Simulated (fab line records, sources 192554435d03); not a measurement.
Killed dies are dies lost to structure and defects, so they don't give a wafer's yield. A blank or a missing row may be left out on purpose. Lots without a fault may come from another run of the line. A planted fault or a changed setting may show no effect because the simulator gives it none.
Which tool did it? | flow n5_finfet | 10 lots, 29 wafers sampled, at 5 steps of a route of 1938

WHAT THE GAUGES READ, wafer by wafer
N5_BEOL_M4_RC_MEAS_101. Usual: DIBL_N 35.7 mV/V, standard deviation 1.5; DIBL_P 35.7 mV/V, standard deviation 2; IOFF_N 0.155 nA/um, standard deviation 0.026; IOFF_P 0.20 nA/um, standard deviation 0.031; ION_N 675 uA/um, standard deviation 11; ION_P 462 uA/um, standard deviation 7.1; SS_N 71.3 mV/dec, standard deviation 0.57; SS_P 73.1 mV/dec, standard deviation 0.56; VT_N 250 mV, standard deviation 3; VT_P -251 mV, standard deviation 3.
lot  | measured     | on        | DIBL_N (mV/V)  | DIBL_P (mV/V)  | IOFF_N (nA/um)    | IOFF_P (nA/um) | ION_N (uA/um) | ION_P (uA/um) | SS_N (mV/dec)  | SS_P (mV/dec)  | VT_N (mV)   | VT_P (mV)      | flag
L372 | day 8 17:17  | prober-01 | 37.9 37.5 35.9 | 38.4 37.2 36.3 | 0.208 0.182 0.166 | 0.24 0.23 0.22 | 696 671 688   | 472 461 474   | 72.1 71.8 70.9 | 73.4 73.3 73.4 | 245 247 247 | -247 -248 -249 |
L378 | day 10 01:29 | prober-01 | 34.3 31.8 32.5 | 34.2 31.0 31.7 | 0.123 0.089 0.099 | 0.16 0.13 0.13 | 676 667 658   | 456 460 453   | 71.0 70.7 70.8 | 73.0 72.3 71.9 | 253 259 257 | -253 -258 -258 |
L385 | day 12 03:38 | prober-02 | 34.9 35.6 35.3 | 35.7 35.3 36.2 | 0.146 0.153 0.148 | 0.18 0.18 0.20 | 680 667 676   | 461 459 465   | 70.7 70.9 70.3 | 72.8 73.2 73.6 | 249 250 250 | -250 -250 -252 |
L388 | day 12 03:52 | prober-01 | 35.5 37.5 35.3 | 35.8 39.5 35.7 | 0.158 0.209 0.144 | 0.20 0.26 0.20 | 681 700 661   | 464 476 460   | 70.7 71.8 71.2 | 73.1 73.2 72.8 | 246 242 249 | -251 -247 -250 |
L389 | day 13 05:15 | prober-02 | 33.4 34.1 34.6 | 34.3 34.8 35.3 | 0.121 0.133 0.136 | 0.14 0.15 0.15 | 668 677 677   | 450 455 456   | 71.4 71.6 71.7 | 72.9 72.9 72.8 | 253 250 250 | -256 -257 -258 |
L390 | day 12 22:20 | prober-01 | 34.8 36.9 36.3 | 33.1 36.3 35.8 | 0.112 0.160 0.146 | 0.18 0.23 0.22 | 654 682 679   | 458 474 468   | 71.0 71.2 71.5 | 72.4 73.0 72.6 | 255 248 250 | -251 -247 -249 |
L391 | day 13 17:22 | prober-01 | 34.4 33.9 36.7 | 34.9 34.4 37.3 | 0.137 0.128 0.166 | 0.18 0.18 0.21 | 666 659 675   | 456 456 459   | 71.0 71.1 71.2 | 72.7 72.4 73.2 | 251 252 250 | -253 -255 -253 |
L392 | day 14 00:05 | prober-02 | 31.0 36.2 37.6 | 29.9 35.2 38.5 | 0.093 0.162 0.201 | 0.14 0.20 0.26 | 657 678 679   | 459 460 464   | 69.6 71.8 71.5 | 71.6 73.4 73.3 | 255 248 249 | -254 -250 -248 |
L393 | day 14 00:10 | prober-01 | 36.4 37.0      | 38.0 39.4      | 0.163 0.172       | 0.20 0.22      | 666 676       | 459 464       | 71.1 71.1      | 73.1 73.1      | 246 249     | -252 -251      |
L394 | day 14 08:04 | prober-02 | 36.7 37.4 35.5 | 38.3 38.4 37.9 | 0.173 0.189 0.159 | 0.21 0.22 0.21 | 680 674 683   | 466 461 462   | 72.6 71.5 72.3 | 73.2 73.3 72.8 | 247 246 249 | -251 -251 -250 |

WHICH TOOL RAN EACH LOT (tool, then ch and the chambers of the sampled wafers, then the start)
lot  | N5_BEOL_M1_SPUTTER_81        | N5_BEOL_M1_SPUTTER_88        | N5_BEOL_M1_SPUTTER_90        | N5_BEOL_M1_ANNEAL_91
L372 | pvd_sputter-03, day 6 17:50  | pvd_sputter-03, day 6 18:16  | pvd_sputter-03, day 6 18:29  | pvd_sputter-03, day 6 18:34
L378 | pvd_sputter-01, day 8 00:43  | pvd_sputter-01, day 8 01:09  | pvd_sputter-01, day 8 01:22  | pvd_sputter-01, day 8 01:27
L385 | pvd_sputter-01, day 10 14:26 | pvd_sputter-01, day 10 14:53 | pvd_sputter-01, day 10 15:06 | pvd_sputter-01, day 10 15:11
L388 | pvd_sputter-01, day 10 18:20 | pvd_sputter-01, day 10 18:47 | pvd_sputter-01, day 10 19:00 | pvd_sputter-01, day 10 19:05
L389 | pvd_sputter-01, day 11 02:41 | pvd_sputter-01, day 11 03:07 | pvd_sputter-01, day 11 03:20 | pvd_sputter-01, day 11 03:25
L390 | pvd_sputter-02, day 11 10:12 | pvd_sputter-02, day 11 10:38 | pvd_sputter-02, day 11 10:52 | pvd_sputter-02, day 11 10:56
L391 | pvd_sputter-02, day 11 16:20 | pvd_sputter-02, day 11 16:46 | pvd_sputter-02, day 11 16:59 | pvd_sputter-02, day 11 17:04
L392 | pvd_sputter-03, day 11 21:46 | pvd_sputter-03, day 11 22:13 | pvd_sputter-03, day 11 22:26 | pvd_sputter-03, day 11 22:31
L393 | pvd_sputter-01, day 12 03:01 | pvd_sputter-01, day 12 03:27 | pvd_sputter-01, day 12 03:40 | pvd_sputter-01, day 12 03:47
L394 | pvd_sputter-02, day 12 09:33 | pvd_sputter-02, day 12 09:59 | pvd_sputter-02, day 12 10:13 | pvd_sputter-02, day 12 10:17
- N5_BEOL_M1_SPUTTER_81: material Cu, target thk 4.5 nm, time 8.29 s.
- N5_BEOL_M1_SPUTTER_88: material Cu, target thk 4.5 nm, time 8.29 s.
- N5_BEOL_M1_SPUTTER_90: material Cu, target thk 4.5 nm, time 8.29 s.
- N5_BEOL_M1_ANNEAL_91: time 240 s.

WHAT THE TOOLS THEMSELVES READ (means of the sampled wafers that have a number; where no wafer has one, the mark that the record gives instead)
N5_BEOL_M1_SPUTTER_81. Usual: chamber_pressure_pa 0.07002 Pa, standard deviation 0.00014; chuck_gas_flow_sccm 1.26 sccm, standard deviation 0.059; throttle_valve_pct 30.3 %, standard deviation 1.2.
lot  | tool           | chamber_pressure_pa (Pa) | chuck_gas_flow_sccm (sccm) | throttle_valve_pct (%) | flag
L372 | pvd_sputter-03 | 0.07010                  | 1.25                       | 30.0                   |
L378 | pvd_sputter-01 | 0.06994                  | 1.27                       | 30.5                   |
L385 | pvd_sputter-01 | -                        | -                          | -                      | OFF
L388 | pvd_sputter-01 | -                        | -                          | -                      | OFF
L389 | pvd_sputter-01 | 0.07002                  | 1.20                       | 29.4                   |
L390 | pvd_sputter-02 | 0.06999                  | 1.28                       | 30.1                   |
L391 | pvd_sputter-02 | 0.07002                  | 1.24                       | 30.1                   |
L392 | pvd_sputter-03 | 0.07004                  | 1.28                       | 30.7                   |
L393 | pvd_sputter-01 | 0.06993                  | 1.24                       | 31.5                   |
L394 | pvd_sputter-02 | 0.06999                  | 1.19                       | 30.6                   |

N5_BEOL_M1_SPUTTER_88. Usual: chamber_pressure_pa 0.07002 Pa, standard deviation 0.00014; chuck_gas_flow_sccm 1.26 sccm, standard deviation 0.055; throttle_valve_pct 30.3 %, standard deviation 1.3.
lot  | tool           | chamber_pressure_pa (Pa) | chuck_gas_flow_sccm (sccm) | throttle_valve_pct (%) | flag
L372 | pvd_sputter-03 | 0.06998                  | 1.24                       | 29.9                   |
L378 | pvd_sputter-01 | 0.06997                  | 1.33                       | 30.2                   |
L385 | pvd_sputter-01 | 0.07014                  | 1.30                       | 30.1                   |
L388 | pvd_sputter-01 | 0.07003                  | 1.25                       | 30.1                   |
L389 | pvd_sputter-01 | 0.06998                  | 1.25                       | 29.5                   |
L390 | pvd_sputter-02 | 0.06996                  | 1.25                       | 30.0                   |
L391 | pvd_sputter-02 | 0.07002                  | 1.24                       | 30.1                   |
L392 | pvd_sputter-03 | 0.07005                  | 1.28                       | 30.7                   |
L393 | pvd_sputter-01 | 0.07011                  | 1.23                       | 31.6                   |
L394 | pvd_sputter-02 | 0.06997                  | 1.25                       | 30.7                   |

N5_BEOL_M1_SPUTTER_90. Usual: chamber_pressure_pa 0.06999 Pa, standard deviation 0.00012; chuck_gas_flow_sccm 1.27 sccm, standard deviation 0.056; throttle_valve_pct 30.3 %, standard deviation 1.3.
lot  | tool           | chamber_pressure_pa (Pa) | chuck_gas_flow_sccm (sccm) | throttle_valve_pct (%) | flag
L372 | pvd_sputter-03 | 0.06998                  | 1.32                       | 30.0                   |
L378 | pvd_sputter-01 | 0.07011                  | 1.26                       | 30.4                   |
L385 | pvd_sputter-01 | 0.07009                  | 1.25                       | 29.9                   |
L388 | pvd_sputter-01 | 0.07003                  | 1.29                       | 29.9                   |
L389 | pvd_sputter-01 | 0.06987                  | 1.27                       | 29.5                   |
L390 | pvd_sputter-02 | 0.07010                  | 1.26                       | 30.1                   |
L391 | pvd_sputter-02 | 0.07002                  | 1.24                       | 30.0                   |
L392 | pvd_sputter-03 | 0.07000                  | 1.30                       | 30.7                   |
L393 | pvd_sputter-01 | 0.07001                  | 1.25                       | 31.6                   |
L394 | pvd_sputter-02 | 0.07012                  | 1.29                       | 30.6                   |

N5_BEOL_M1_ANNEAL_91. Usual: heater_power_w 824 W, standard deviation 100.
lot  | tool           | heater_power_w (W) | flag
L372 | pvd_sputter-03 | 849                |
L378 | pvd_sputter-01 | 872                |
L385 | pvd_sputter-01 | 814                |
L388 | pvd_sputter-01 | 827                |
L389 | pvd_sputter-01 | 813                |
L390 | pvd_sputter-02 | 757                |
L391 | pvd_sputter-02 | 762                |
L392 | pvd_sputter-03 | 776                |
L393 | pvd_sputter-01 | 850                |
L394 | pvd_sputter-02 | 869                |

THE ANSWER, worked out from the rows above alone
Rule: a lot is off if the mean of its wafers that have a number lies more than 3 standard deviations from the usual mean. A lot without any number at a reading at which 4 lots or more have one is off too. The other lots that the step has rows for count as sound. The gauges are gone through in route order, then the tools' own readings, and for those a lot's mean is taken as printed above. The first step at which some lot is off is used, and at that step the reading that is off furthest; a lot without a number counts as furthest.
Off: L385, L388, at N5_BEOL_M1_SPUTTER_81 (chamber_pressure_pa). Without a number there: L385, L388.
A tool fits if, at that step or a process step before it, it ran every lot that is off, and no sound lot after the first of them. None of those tried fits.

WHAT THE SIMULATOR HAD PUT IN
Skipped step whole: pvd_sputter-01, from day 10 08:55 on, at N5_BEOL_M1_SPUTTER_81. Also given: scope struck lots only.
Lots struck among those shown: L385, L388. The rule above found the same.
